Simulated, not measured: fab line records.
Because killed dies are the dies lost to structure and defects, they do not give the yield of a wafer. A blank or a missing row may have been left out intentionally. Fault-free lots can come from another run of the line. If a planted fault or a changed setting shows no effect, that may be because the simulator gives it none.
Chamber matching / flow n5-finfet / rie-diel-06 running N5_BEOL_M5_ETCH_75: 4 sister chambers
The step etches underlayer in N2/H2, target depth 6.5 nm, time 5.2 s. 20 wafers are shown with their chamber, then 10 later ones without.

== WAFERS, EACH WITH ITS CHAMBER ==
wafer=L074.1; chamber=0; drypump-motor-current-A (A)=5.7; showerhead-plenum-p-Torr (Torr)=2.63; throttle-valve-pct (%)=17.80
wafer=L074.2; chamber=1; drypump-motor-current-A (A)=5.7; showerhead-plenum-p-Torr (Torr)=2.62; throttle-valve-pct (%)=17.62
wafer=L074.5; chamber=0; drypump-motor-current-A (A)=5.8; showerhead-plenum-p-Torr (Torr)=2.63; throttle-valve-pct (%)=17.78
wafer=L076.1; chamber=0; drypump-motor-current-A (A)=5.7; showerhead-plenum-p-Torr (Torr)=2.63; throttle-valve-pct (%)=17.80
wafer=L076.2; chamber=1; drypump-motor-current-A (A)=5.7; showerhead-plenum-p-Torr (Torr)=2.62; throttle-valve-pct (%)=17.65
wafer=L076.3; chamber=2; drypump-motor-current-A (A)=6.7; showerhead-plenum-p-Torr (Torr)=2.45; throttle-valve-pct (%)=17.93
wafer=L079.1; chamber=1; drypump-motor-current-A (A)=5.7; showerhead-plenum-p-Torr (Torr)=2.61; throttle-valve-pct (%)=17.65
wafer=L079.5; chamber=1; drypump-motor-current-A (A)=5.7; showerhead-plenum-p-Torr (Torr)=2.61; throttle-valve-pct (%)=17.65
wafer=L079.6; chamber=0; drypump-motor-current-A (A)=5.7; showerhead-plenum-p-Torr (Torr)=2.63; throttle-valve-pct (%)=17.80
wafer=L085.1; chamber=1; drypump-motor-current-A (A)=5.7; showerhead-plenum-p-Torr (Torr)=2.61; throttle-valve-pct (%)=17.68
wafer=L085.2; chamber=2; drypump-motor-current-A (A)=6.7; showerhead-plenum-p-Torr (Torr)=2.44; throttle-valve-pct (%)=17.95
wafer=L085.3; chamber=0; drypump-motor-current-A (A)=5.7; showerhead-plenum-p-Torr (Torr)=2.62; throttle-valve-pct (%)=17.81
wafer=L085.4; chamber=3; drypump-motor-current-A (A)=5.2; showerhead-plenum-p-Torr (Torr)=2.40; throttle-valve-pct (%)=17.81
wafer=L085.5; chamber=0; drypump-motor-current-A (A)=5.7; showerhead-plenum-p-Torr (Torr)=2.62; throttle-valve-pct (%)=17.83
wafer=L085.6; chamber=3; drypump-motor-current-A (A)=5.1; showerhead-plenum-p-Torr (Torr)=2.40; throttle-valve-pct (%)=17.81
wafer=L086.3; chamber=1; drypump-motor-current-A (A)=5.7; showerhead-plenum-p-Torr (Torr)=2.60; throttle-valve-pct (%)=17.71
wafer=L086.4; chamber=2; drypump-motor-current-A (A)=6.7; showerhead-plenum-p-Torr (Torr)=2.44; throttle-valve-pct (%)=17.97
wafer=L086.5; chamber=2; drypump-motor-current-A (A)=6.7; showerhead-plenum-p-Torr (Torr)=2.44; throttle-valve-pct (%)=17.97
wafer=L088.1; chamber=0; drypump-motor-current-A (A)=5.7; showerhead-plenum-p-Torr (Torr)=2.62; throttle-valve-pct (%)=17.83
wafer=L088.2; chamber=1; drypump-motor-current-A (A)=5.7; showerhead-plenum-p-Torr (Torr)=2.60; throttle-valve-pct (%)=17.68

SIGNATURES, as means of the wafers listed above
reading=drypump-motor-current-A; chamber 0=5.714; chamber 1=5.700; chamber 2=6.700; chamber 3=5.150; scatter within a chamber=0.0291
reading=showerhead-plenum-p-Torr; chamber 0=2.6257; chamber 1=2.6100; chamber 2=2.4425; chamber 3=2.4000; scatter within a chamber=0.00636
reading=throttle-valve-pct; chamber 0=17.8071; chamber 1=17.6629; chamber 2=17.9550; chamber 3=17.8100; scatter within a chamber=0.0226
Rule: for each reading, subtract the chamber's mean from the wafer's reading, divide by that reading's scatter and square the result; add these up over the readings and take the root, which gives the wafer's distance from the chamber. The wafer belongs to the nearest chamber; if the next one is less than 2 further off, it can't be placed. The scatter: take each reading less its chamber's mean, square it, sum over the shown wafers, divide by the number of wafers less the number of chambers, and take the root.

== WAFERS WHOSE CHAMBER IS MISSING ==
wafer=L088.5; drypump-motor-current-A (A)=5.2; showerhead-plenum-p-Torr (Torr)=2.39; throttle-valve-pct (%)=17.82
wafer=L089.2; drypump-motor-current-A (A)=5.8; showerhead-plenum-p-Torr (Torr)=2.61; throttle-valve-pct (%)=17.82
wafer=L089.5; drypump-motor-current-A (A)=5.8; showerhead-plenum-p-Torr (Torr)=2.61; throttle-valve-pct (%)=17.84
wafer=L089.6; drypump-motor-current-A (A)=5.7; showerhead-plenum-p-Torr (Torr)=2.60; throttle-valve-pct (%)=17.69
wafer=L091.1; drypump-motor-current-A (A)=5.7; showerhead-plenum-p-Torr (Torr)=2.61; throttle-valve-pct (%)=17.84
wafer=L091.3; drypump-motor-current-A (A)=5.7; showerhead-plenum-p-Torr (Torr)=2.60; throttle-valve-pct (%)=17.70
wafer=L091.6; drypump-motor-current-A (A)=5.7; showerhead-plenum-p-Torr (Torr)=2.60; throttle-valve-pct (%)=17.69
wafer=L093.1; drypump-motor-current-A (A)=5.7; showerhead-plenum-p-Torr (Torr)=2.60; throttle-valve-pct (%)=17.72
wafer=L093.4; drypump-motor-current-A (A)=5.2; showerhead-plenum-p-Torr (Torr)=2.39; throttle-valve-pct (%)=17.84
wafer=L093.5; drypump-motor-current-A (A)=5.2; showerhead-plenum-p-Torr (Torr)=2.39; throttle-valve-pct (%)=17.81

== WHICH CHAMBER EACH WENT THROUGH ==
wafer=L088.5; from the rows above=3; in truth=3
wafer=L089.2; from the rows above=0; in truth=0
wafer=L089.5; from the rows above=0; in truth=0
wafer=L089.6; from the rows above=1; in truth=1
wafer=L091.1; from the rows above=0; in truth=0
wafer=L091.3; from the rows above=1; in truth=1
wafer=L091.6; from the rows above=1; in truth=1
wafer=L093.1; from the rows above=1; in truth=1
wafer=L093.4; from the rows above=3; in truth=3
wafer=L093.5; from the rows above=3; in truth=3
Correctly placed: 10 of 10. Can't be placed from these rows: 0. 0 placed wrongly.
